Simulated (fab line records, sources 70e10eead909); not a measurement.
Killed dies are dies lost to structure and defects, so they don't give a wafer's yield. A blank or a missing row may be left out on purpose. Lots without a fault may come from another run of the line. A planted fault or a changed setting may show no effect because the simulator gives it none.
Tool commonality check | flow nand_harc | 11 lots, 36 wafers sampled

WHY IT WAS OPENED
At NHARC_P_ZERO_WELL_CD_MEAS_24 the reading cd_nm is flagged on 1 of 11 lots. Wafers without a fault read 720.6 nm, standard deviation 1.8.
Rule: a lot is flagged when every wafer of it that has a number lies more than 4 standard deviations from that mean, or none has a number. The other lots count as sound.

lot  | measured     | on        | cd_nm (nm), wafer by wafer          | flag
L155 | day 1 22:38  | cd_sem-02 | 717.8 720.1 718.0                   |
L156 | day 2 08:31  | cd_sem-03 | 722.0 721.7 721.8                   |
L157 | day 2 18:35  | cd_sem-03 | 719.9 721.2 721.4                   |
L160 | day 4 00:35  | cd_sem-01 | 721.4 719.4 720.9                   |
L161 | day 4 11:29  | cd_sem-02 | 718.7 721.9 722.5                   |
L165 | day 6 02:55  | cd_sem-03 | 707.3 705.9 709.2 707.0 706.0 709.2 | FLAGGED
L167 | day 6 22:35  | cd_sem-02 | 720.2 721.9 718.5                   |
L175 | day 10 06:34 | cd_sem-01 | 718.8 717.3 720.6                   |
L176 | day 10 16:40 | cd_sem-02 | 722.6 721.1 719.9                   |
L177 | day 11 02:34 | cd_sem-01 | 721.5 718.2 718.5                   |
L178 | day 11 12:20 | cd_sem-02 | 719.3 723.4 719.4                   |
The numbers of the flagged lots are 707.4 nm on average: -13.2 nm against the usual, or -7 standard deviations.

WHICH TOOL RAN EACH LOT
The record holds 2 process steps before the reading, out of a route of 1302 steps. In each cell: the tool, then ch and the chambers that the sampled wafers went through, then the start.
lot  | flag    | NHARC_P_ZERO_WELL_ETCH_65          | NHARC_P_ZERO_WELL_EXPOSE_21
L155 |         | rie_diel-07 ch 2,3, day 1 21:32    | krf_scanner-01 ch 0, day 1 22:29
L156 |         | rie_diel-07 ch 1,2, day 2 07:22    | krf_scanner-04 ch 0, day 2 08:22
L157 |         | rie_diel-13 ch 0,2, day 2 17:29    | krf_scanner-01 ch 0, day 2 18:26
L160 |         | rie_diel-13 ch 0,2,3, day 3 23:29  | krf_scanner-01 ch 0, day 4 00:26
L161 |         | rie_diel-03 ch 0,1,2, day 4 10:31  | krf_scanner-01 ch 0, day 4 11:20
L165 | FLAGGED | rie_diel-03 ch 0,2,3, day 6 01:49  | krf_scanner-01 ch 0, day 6 02:46
L167 |         | rie_diel-07 ch 1,2, day 6 21:29    | krf_scanner-04 ch 0, day 6 22:26
L175 |         | rie_diel-13 ch 0,2, day 10 05:29   | krf_scanner-02 ch 0, day 10 06:25
L176 |         | rie_diel-13 ch 0,1,2, day 10 15:32 | krf_scanner-04 ch 0, day 10 16:31
L177 |         | rie_diel-03 ch 1,3, day 11 01:31   | krf_scanner-04 ch 0, day 11 02:25
L178 |         | rie_diel-13 ch 1,2,3, day 11 11:22 | krf_scanner-04 ch 0, day 11 12:11
What these steps do:
- NHARC_P_ZERO_WELL_ETCH_65: etches the open film in N2/H2, target depth 80 nm, overetch 24 nm, time 87.88 s.
- NHARC_P_ZERO_WELL_EXPOSE_21: exposes mask P NWELL, target cd 720 nm.
- NHARC_P_ZERO_WELL_CD_MEAS_24: target cd 720 nm.

FLAGGED OVER TOTAL, TOOL BY TOOL (the gauges that took the reading come last)
step                         | tool           | lots run | flagged | share of the flagged lots | sound lots run after its first flagged lot
NHARC_P_ZERO_WELL_ETCH_65    | rie_diel-03    | 3        | 1       | all                       | 1 (L177)
NHARC_P_ZERO_WELL_ETCH_65    | rie_diel-07    | 3        | 0       | none                      | -
NHARC_P_ZERO_WELL_ETCH_65    | rie_diel-13    | 5        | 0       | none                      | -
NHARC_P_ZERO_WELL_EXPOSE_21  | krf_scanner-01 | 5        | 1       | all                       | 0
NHARC_P_ZERO_WELL_EXPOSE_21  | krf_scanner-02 | 1        | 0       | none                      | -
NHARC_P_ZERO_WELL_EXPOSE_21  | krf_scanner-04 | 5        | 0       | none                      | -
NHARC_P_ZERO_WELL_CD_MEAS_24 | cd_sem-01      | 3        | 0       | none                      | -
NHARC_P_ZERO_WELL_CD_MEAS_24 | cd_sem-02      | 5        | 0       | none                      | -
NHARC_P_ZERO_WELL_CD_MEAS_24 | cd_sem-03      | 3        | 1       | all                       | 0

WHAT THE TABLE ALLOWS
3 rows of the table ran every flagged lot: rie_diel-03 at NHARC_P_ZERO_WELL_ETCH_65, krf_scanner-01 at NHARC_P_ZERO_WELL_EXPOSE_21, cd_sem-03 at NHARC_P_ZERO_WELL_CD_MEAS_24.
- rie_diel-03 at NHARC_P_ZERO_WELL_ETCH_65: 1 of its 3 lots flagged. Sound lots ran on it after the first flagged one (L177), which a lasting fault on the whole tool wouldn't allow.
- krf_scanner-01 at NHARC_P_ZERO_WELL_EXPOSE_21: 1 of its 5 lots flagged. Its last sound lot is L161 (day 4 11:20), its first flagged lot L165 (day 6 02:46): a fault that began between those two fits.
- cd_sem-03 at NHARC_P_ZERO_WELL_CD_MEAS_24: 1 of its 3 lots flagged. Its last sound lot is L157 (day 2 18:35), its first flagged lot L165 (day 6 02:55): a fault that began between those two fits.
Counting lots can't tell these 2 tools apart, because each fits a fault that began at some hour. More lots, or a look at what each step does to the wafer, might.

WHAT THE SIMULATOR HAD PUT IN
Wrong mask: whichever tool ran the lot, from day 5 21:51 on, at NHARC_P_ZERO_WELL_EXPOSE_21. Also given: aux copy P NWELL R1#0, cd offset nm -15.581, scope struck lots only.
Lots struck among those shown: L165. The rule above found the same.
